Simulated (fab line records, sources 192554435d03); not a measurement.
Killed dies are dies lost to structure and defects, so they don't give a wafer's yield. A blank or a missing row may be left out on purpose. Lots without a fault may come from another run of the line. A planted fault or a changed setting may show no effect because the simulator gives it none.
A struck lot beside a sound one | flow n5_finfet | 18 steps out of a route of 1938
Sound: wafers L637.3, L637.5, L637.6. Struck: wafer L644.4. (L644.6 of the same lot was not struck and is left out.) The cause comes at the end.
At each step with rows: each side's tool, then ch and its chambers, then its first start. Under that, the readings that differ: sound wafers | struck wafers | difference of the means | sigmas: that difference in standard deviations of wafers without a fault.
alike: readings whose means differ by less than 2 such deviations, and words and numbers that are the same on both sides. not compared: withheld readings, readings that some wafer has no value for, bounds like >300 that may hide the same value, and numbers for which the record gives no deviation and whose values overlap.
The two part at a step that has a row with sigmas, a row that says differs or no value, or rows on one side only. Numbers that don't overlap but have no deviation are shown without sigmas and don't part them. A reading that every wafer of one side lacks parts them only if that side has two wafers or more.

N5_DUMMY_GATE_DESCUM_20: chemistry O2, time 6.2 s.
  sound on rie_diel-06 ch 1,2, day 5 11:44; struck on rie_diel-05 ch 1, day 7 05:35
  alike: drypump_motor_current_A, oes_product_au, rf_vpp_V, showerhead_plenum_p_Torr, throttle_valve_pct
  not compared: rf_hours_counter_h
N5_DUMMY_GATE_ETCH_29: etches underlayer in N2/H2, target depth 13 nm.
  sound on rie_diel-06 ch 1,2, day 5 11:49; struck on rie_diel-05 ch 1, day 7 05:38
  alike: drypump_motor_current_A, oes_product_au, rf_vpp_V, showerhead_plenum_p_Torr, throttle_valve_pct
  not compared: rf_hours_counter_h
then, 6 steps without rows for these wafers: N5_DUMMY_GATE_ETCH_36 (etches SiARC in CF4, target depth 13 nm); N5_DUMMY_GATE_ETCH_37 (etches SOC in N2/H2, target depth 60 nm, overetch 30 nm); N5_DUMMY_GATE_STRIP_38 (strips in N2/H2); N5_DUMMY_GATE_STRIP_39 (strips in N2/H2); N5_DUMMY_GATE_TRIM_49 (chemistry O2, time 29 s, target cd 14 nm); N5_DUMMY_GATE_STRIP_40 (strips in CF4).
N5_DUMMY_GATE_CD_MEAS_50: target cd 14 nm.
  sound on cd_sem-01, day 5 12:07; struck on cd_sem-03, day 7 05:58
  alike: cd_nm
N5_DUMMY_GATE_ETCH_31: etches SiO2 in C4F6/O2, target depth 82.5 nm, time 27.5 s.
  sound on rie_diel-01 ch 0,1, day 5 12:15; struck on rie_diel-06 ch 3, day 7 06:02
  reading      | sound       | struck | difference | sigmas
  rf_vpp_V (V) | 694 673 693 | 657    | -30        | -2
  alike: drypump_motor_current_A, oes_product_au, showerhead_plenum_p_Torr, throttle_valve_pct
  not compared: rf_hours_counter_h
then, 1 step without rows for these wafers: N5_DUMMY_GATE_STRIP_41 (strips in O2).
N5_DUMMY_GATE_HM_OPEN_21: chemistry CH3F/O2, target SiNx, target depth 120 nm, time 171.4 s.
  sound on rie_diel-01 ch 0,1, day 5 12:20; struck on rie_diel-06 ch 3, day 7 06:10
  reading      | sound       | struck | difference | sigmas
  rf_vpp_V (V) | 312 302 312 | 296    | -13        | -2
  alike: drypump_motor_current_A, oes_product_au, showerhead_plenum_p_Torr, throttle_valve_pct
  not compared: rf_hours_counter_h
N5_DUMMY_GATE_ETCH_32: etches SiO2 in CF4, target depth 3.5 nm, time 3.9 s.
  sound on rie_si-04 ch 0,1, day 5 12:30; struck on rie_si-05 ch 1, day 7 06:15
  reading                                       | sound             | struck | difference | sigmas
  oes_product_au (a.u.)                         | 0.976 0.992 0.986 | 1.283  | +0.298     | +19
  model.etch.depth_nm (nm)                      | 3.366 3.416 3.556 | 4.987  | +1.541     |
  model.SiO2_of_DUMMY_GATE_PECVD_30.thk_nm (nm) | 42 42.6 42.4      | 40.2   | -2.1       |
  alike: drypump_motor_current_A, throttle_valve_pct
  not compared: rf_hours_counter_h
N5_DUMMY_GATE_ETCH_23: etches poly-Si in HBr/Cl2/O2, target depth 41 nm, time 22.3 s.
  sound on rie_si-04 ch 0,1, day 5 12:32; struck on rie_si-05 ch 1, day 7 06:17
  reading               | sound             | struck | difference | sigmas
  oes_product_au (a.u.) | 0.977 0.988 0.991 | 1.033  | +0.048     | +3
  alike: drypump_motor_current_A, throttle_valve_pct
  not compared: rf_hours_counter_h
N5_DUMMY_GATE_ETCH_44: etches poly-Si in HBr/O2, stops on SiO2, target depth 127.5 nm.
  sound on rie_si-04 ch 0,1, day 5 12:35; struck on rie_si-05 ch 1, day 7 06:20
  reading                                       | sound          | struck | difference | sigmas
  model.SiO2_of_DUMMY_GATE_PECVD_30.thk_nm (nm) | 38.6 39.2 38.8 | 36.4   | -2.5       |
  alike: drypump_motor_current_A, oes_product_au, throttle_valve_pct
  not compared: rf_hours_counter_h
N5_DUMMY_GATE_CD_MEAS_24: target cd 15 nm.
  sound on cd_sem-03, day 5 12:42; struck on cd_sem-01, day 7 06:28
  alike: cd_nm
-- the record jumps here: 7 days lie between the struck wafers' starts before and after (it left off in module DUMMY_GATE and takes up again in module BEOL_M4, whose first step shown is number 1111 of the route) --
N5_BEOL_M4_RC_MEAS_101:
  sound on prober-01 ch 0, day 9 22:35; struck on prober-01 ch 0, day 14 01:52
  reading        | sound          | struck | difference | sigmas
  DIBL_N (mV/V)  | 33.5 33.7 33.7 | 39.5   | +5.9       | +3
  IOFF_N (nA/um) | 0.12 0.12 0.13 | 0.20   | +0.08      | +2
  alike: DIBL_P, IOFF_P, ION_N, ION_P, SS_N, SS_P, VT_N, VT_P
then, 1 step without rows for these wafers: N5_PASSIVATION_PROBE_49.

WHERE THEY PART
First at N5_DUMMY_GATE_ETCH_31; last, within this record, at N5_BEOL_M4_RC_MEAS_101.

WHY: what the simulator had put in
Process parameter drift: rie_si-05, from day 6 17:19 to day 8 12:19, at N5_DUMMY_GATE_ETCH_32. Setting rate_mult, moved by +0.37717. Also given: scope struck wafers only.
